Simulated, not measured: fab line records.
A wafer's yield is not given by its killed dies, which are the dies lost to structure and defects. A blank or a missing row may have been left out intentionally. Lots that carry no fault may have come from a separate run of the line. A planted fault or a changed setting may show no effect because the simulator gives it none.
Chamber matching / flow n5_finfet / N5_MOL_CONTACT_COAG_ETCH_89 on rie_diel-02 has 4 sister chambers
The step etches underlayer in N2/H2, target depth 13 nm, time 10.4 s. 22 wafers are shown with their chamber, then 11 later ones without.

## EACH WAFER AND ITS CHAMBER
wafer=L074.2; chamber=0; throttle_valve_pct (%)=17.48; showerhead_plenum_p_Torr (Torr)=2.63; drypump_motor_current_A (A)=6.3
wafer=L074.5; chamber=0; throttle_valve_pct (%)=17.52; showerhead_plenum_p_Torr (Torr)=2.63; drypump_motor_current_A (A)=6.3
wafer=L074.6; chamber=3; throttle_valve_pct (%)=17.69; showerhead_plenum_p_Torr (Torr)=2.70; drypump_motor_current_A (A)=6.0
wafer=L075.2; chamber=0; throttle_valve_pct (%)=17.51; showerhead_plenum_p_Torr (Torr)=2.63; drypump_motor_current_A (A)=6.3
wafer=L075.3; chamber=3; throttle_valve_pct (%)=17.67; showerhead_plenum_p_Torr (Torr)=2.70; drypump_motor_current_A (A)=6.0
wafer=L075.5; chamber=2; throttle_valve_pct (%)=17.98; showerhead_plenum_p_Torr (Torr)=2.59; drypump_motor_current_A (A)=5.7
wafer=L080.1; chamber=1; throttle_valve_pct (%)=17.45; showerhead_plenum_p_Torr (Torr)=2.71; drypump_motor_current_A (A)=6.5
wafer=L080.3; chamber=0; throttle_valve_pct (%)=17.53; showerhead_plenum_p_Torr (Torr)=2.62; drypump_motor_current_A (A)=6.3
wafer=L080.4; chamber=2; throttle_valve_pct (%)=18.00; showerhead_plenum_p_Torr (Torr)=2.59; drypump_motor_current_A (A)=5.7
wafer=L081.2; chamber=0; throttle_valve_pct (%)=17.51; showerhead_plenum_p_Torr (Torr)=2.62; drypump_motor_current_A (A)=6.2
wafer=L081.5; chamber=3; throttle_valve_pct (%)=17.69; showerhead_plenum_p_Torr (Torr)=2.70; drypump_motor_current_A (A)=6.0
wafer=L081.6; chamber=2; throttle_valve_pct (%)=18.01; showerhead_plenum_p_Torr (Torr)=2.59; drypump_motor_current_A (A)=5.7
wafer=L083.1; chamber=1; throttle_valve_pct (%)=17.46; showerhead_plenum_p_Torr (Torr)=2.71; drypump_motor_current_A (A)=6.5
wafer=L083.3; chamber=0; throttle_valve_pct (%)=17.55; showerhead_plenum_p_Torr (Torr)=2.62; drypump_motor_current_A (A)=6.2
wafer=L083.4; chamber=2; throttle_valve_pct (%)=18.01; showerhead_plenum_p_Torr (Torr)=2.59; drypump_motor_current_A (A)=5.6
wafer=L084.1; chamber=0; throttle_valve_pct (%)=17.54; showerhead_plenum_p_Torr (Torr)=2.62; drypump_motor_current_A (A)=6.3
wafer=L084.3; chamber=1; throttle_valve_pct (%)=17.46; showerhead_plenum_p_Torr (Torr)=2.71; drypump_motor_current_A (A)=6.5
wafer=L084.6; chamber=0; throttle_valve_pct (%)=17.55; showerhead_plenum_p_Torr (Torr)=2.62; drypump_motor_current_A (A)=6.3
wafer=L085.1; chamber=3; throttle_valve_pct (%)=17.70; showerhead_plenum_p_Torr (Torr)=2.69; drypump_motor_current_A (A)=6.0
wafer=L085.3; chamber=0; throttle_valve_pct (%)=17.53; showerhead_plenum_p_Torr (Torr)=2.62; drypump_motor_current_A (A)=6.2
wafer=L085.6; chamber=0; throttle_valve_pct (%)=17.54; showerhead_plenum_p_Torr (Torr)=2.62; drypump_motor_current_A (A)=6.2
wafer=L087.1; chamber=2; throttle_valve_pct (%)=18.03; showerhead_plenum_p_Torr (Torr)=2.58; drypump_motor_current_A (A)=5.6

SIGNATURES, as means of the wafers listed above
reading=throttle_valve_pct; chamber 0=17.5260; chamber 1=17.4567; chamber 2=18.0060; chamber 3=17.6875; scatter within a chamber=0.0184
reading=showerhead_plenum_p_Torr; chamber 0=2.6230; chamber 1=2.7100; chamber 2=2.5880; chamber 3=2.6975; scatter within a chamber=0.0045
reading=drypump_motor_current_A; chamber 0=6.260; chamber 1=6.500; chamber 2=5.660; chamber 3=6.000; scatter within a chamber=0.0447
Rule: a wafer's distance from a chamber is the root of the sum, over the readings, of the square of ((its reading less the chamber's mean) divided by the reading's scatter). The wafer belongs to the nearest chamber; if the next one is less than 2 further off, it can't be placed. How the scatter is found: for the shown wafers, subtract from each reading the mean of its chamber, square and add these, divide the total by (wafers less chambers), then take the root.

## WAFERS WHOSE CHAMBER IS MISSING
wafer=L087.4; throttle_valve_pct (%)=17.49; showerhead_plenum_p_Torr (Torr)=2.71; drypump_motor_current_A (A)=6.5
wafer=L087.5; throttle_valve_pct (%)=18.00; showerhead_plenum_p_Torr (Torr)=2.58; drypump_motor_current_A (A)=5.7
wafer=L088.1; throttle_valve_pct (%)=17.71; showerhead_plenum_p_Torr (Torr)=2.69; drypump_motor_current_A (A)=6.0
wafer=L088.3; throttle_valve_pct (%)=17.57; showerhead_plenum_p_Torr (Torr)=2.62; drypump_motor_current_A (A)=6.3
wafer=L088.6; throttle_valve_pct (%)=17.73; showerhead_plenum_p_Torr (Torr)=2.69; drypump_motor_current_A (A)=6.0
wafer=L090.2; throttle_valve_pct (%)=18.05; showerhead_plenum_p_Torr (Torr)=2.58; drypump_motor_current_A (A)=5.7
wafer=L090.4; throttle_valve_pct (%)=17.50; showerhead_plenum_p_Torr (Torr)=2.70; drypump_motor_current_A (A)=6.5
wafer=L090.6; throttle_valve_pct (%)=17.57; showerhead_plenum_p_Torr (Torr)=2.62; drypump_motor_current_A (A)=6.3
wafer=L097.4; throttle_valve_pct (%)=17.51; showerhead_plenum_p_Torr (Torr)=2.70; drypump_motor_current_A (A)=6.5
wafer=L097.5; throttle_valve_pct (%)=17.50; showerhead_plenum_p_Torr (Torr)=2.70; drypump_motor_current_A (A)=6.5
wafer=L097.6; throttle_valve_pct (%)=17.59; showerhead_plenum_p_Torr (Torr)=2.61; drypump_motor_current_A (A)=6.2

## WHICH CHAMBER EACH WENT THROUGH
wafer=L087.4; from the rows above=1; in truth=1
wafer=L087.5; from the rows above=2; in truth=2
wafer=L088.1; from the rows above=3; in truth=3
wafer=L088.3; from the rows above=0; in truth=0
wafer=L088.6; from the rows above=3; in truth=3
wafer=L090.2; from the rows above=2; in truth=2
wafer=L090.4; from the rows above=1; in truth=1
wafer=L090.6; from the rows above=0; in truth=0
wafer=L097.4; from the rows above=1; in truth=1
wafer=L097.5; from the rows above=1; in truth=1
wafer=L097.6; from the rows above=0; in truth=0
Placed correctly: 11 of 11. Left unplaced by these rows: 0. Wrongly placed: 0.
